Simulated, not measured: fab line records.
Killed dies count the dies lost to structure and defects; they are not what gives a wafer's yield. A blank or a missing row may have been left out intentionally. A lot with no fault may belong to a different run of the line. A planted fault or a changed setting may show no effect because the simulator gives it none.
Struck lot and sound lot, side by side | flow nandHarc | 15 steps out of a route of 1302
Sound: these wafers, L174.1, L174.4, L174.5. Struck: wafers L183.2, L183.5 (left out: L183.3, a lot-mate that was not struck); the cause follows at the end.
Per side, at each step with rows, come the tool, then ch with its chambers, and then its first start. Under that, the readings that differ: sound wafers | struck wafers | difference of the means | sigmas: that difference in standard deviations of wafers without a fault.
alike: a reading whose means differ by less than 2 such deviations, as well as words and numbers matching on both sides. not compared: withheld readings; readings where some wafer has no value; bounds like >300 that might hide an equal value; numbers whose values overlap and for which the record gives no deviation.
Wherever a step has rows on one side only, a row that says differs or no value, or a row with sigmas, the two part there. Numbers that have no deviation but don't overlap get no sigmas and don't part them. Lack of a reading on every wafer of one side parts them only where that side has two or more wafers.

first, 4 steps without rows for these wafers: NHARC_P_BONDPAD_EBR_05; NHARC_P_BONDPAD_EXPOSE_06 (exposes mask P BPAD); NHARC_P_BONDPAD_PEB_07 (peb time 80 s); NHARC_P_BONDPAD_DEVELOP_08 (time 50 s).
NHARC_P_BONDPAD_CD_MEAS_09: target cd 500 nm.
  sound on cdSem-02 ch 0, day 8 03:52; struck on cdSem-03 ch 0, day 12 12:55
  alike: cdNm
NHARC_P_BONDPAD_OVL_MEAS_38:
  sound on overlay-01 at day 8 03:57; struck on overlay-01 at day 12 13:01
  alike: overlayXNm, overlayYNm
then, 1 step without rows for these wafers: NHARC_P_BONDPAD_HARDBAKE_10 (time 65 s).
NHARC_P_BONDPAD_DESCUM_11: chemistry O2, time 3 s.
  sound on rieDiel-03 ch 1,3, day 8 04:04; struck on rieDiel-03 ch 0,2, day 12 13:08
  alike: drypumpMotorCurrentA, mfcArSccm, oesProductAu, rfVppV, showerheadPlenumPTorr, throttleValvePct
  not compared: rfHoursCounterH
NHARC_P_BONDPAD_ETCH_37: etches the open film in N2/H2, target depth 60 nm, overetch 18 nm, time 65.91 s.
  sound on rieDiel-03 ch 0,1,3, day 8 04:10; struck on rieDiel-03 ch 1,2, day 12 13:14
  alike: drypumpMotorCurrentA, mfcArSccm, oesProductAu, rfVppV, runLengthS, showerheadPlenumPTorr, throttleValvePct
  not compared: rfHoursCounterH
NHARC_P_BONDPAD_ETCH_12: etches the open film in CHF3/O2, target depth 200 nm, time 100 s.
  sound on rieDiel-03 ch 0,2; struck on rieDiel-03 ch 0,2
  alike: chf3FlowSccm, drypumpMotorCurrentA, mfcArSccm, oesProductAu, rfVppV, runLengthS, showerheadPlenumPTorr, throttleValvePct
  not compared: rfHoursCounterH
NHARC_P_BONDPAD_CD_MEAS_13:
  sound on cdSem-03 at day 8 04:23; struck on cdSem-03 at day 12 13:27
  alike: cdNm
NHARC_P_BONDPAD_STRIP_15: strips in O2.
  sound on rieDiel-02 ch 2,3, day 8 04:28; struck on rieDiel-10 ch 0,1, day 12 13:32
  alike: drypumpMotorCurrentA, mfcArSccm, oesProductAu, rfVppV, showerheadPlenumPTorr, throttleValvePct
  not compared: rfHoursCounterH
NHARC_P_BONDPAD_ETCH_24: etches the open film in CF4/N2, target depth 30 nm, time 72.99 s.
  sound on rieDiel-02 ch 2,3, day 8 04:37; struck on rieDiel-10 ch 1, day 12 13:40
reading             | sound             | struck      | difference | sigmas
oesProductAu (a.u.) | 1.015 1.007 1.008 | 0.987 0.985 | -0.024     | -2
runLengthS (s)      | 94.5 94.5 94.7    | 76.4 76.5   | -18.1      | -45
  alike: drypumpMotorCurrentA, mfcArSccm, rfVppV, showerheadPlenumPTorr, throttleValvePct
  not compared: rfHoursCounterH
then, 1 step without rows for these wafers: NHARC_P_BONDPAD_STRIP_16 (strips in post etch residue remover, time 600 s).
-- record jumps: 18 days between struck wafers' starts before vs after; left off in module P_BONDPAD, resumes in module END, first step shown is number 1302 of the route --
NHARC_END_SORT_01:
  sound on prober-02 ch 0, day 26 00:04; struck on prober-01 ch 0, day 30 09:49
  alike: defectLimitedYield, killedAtArray, killedAtOther, killedAtPeriphery, killedDies, killedOpen, killedShort

WHERE THEY PART
At NHARC_P_BONDPAD_ETCH_24 and nowhere else, as far as this record goes. Later steps at which nothing parts them and some readings are alike: NHARC_END_SORT_01.

WHY: what had been put in by the simulator
rieDiel-10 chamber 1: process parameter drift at NHARC_P_BONDPAD_ETCH_24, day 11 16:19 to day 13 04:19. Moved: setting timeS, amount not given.
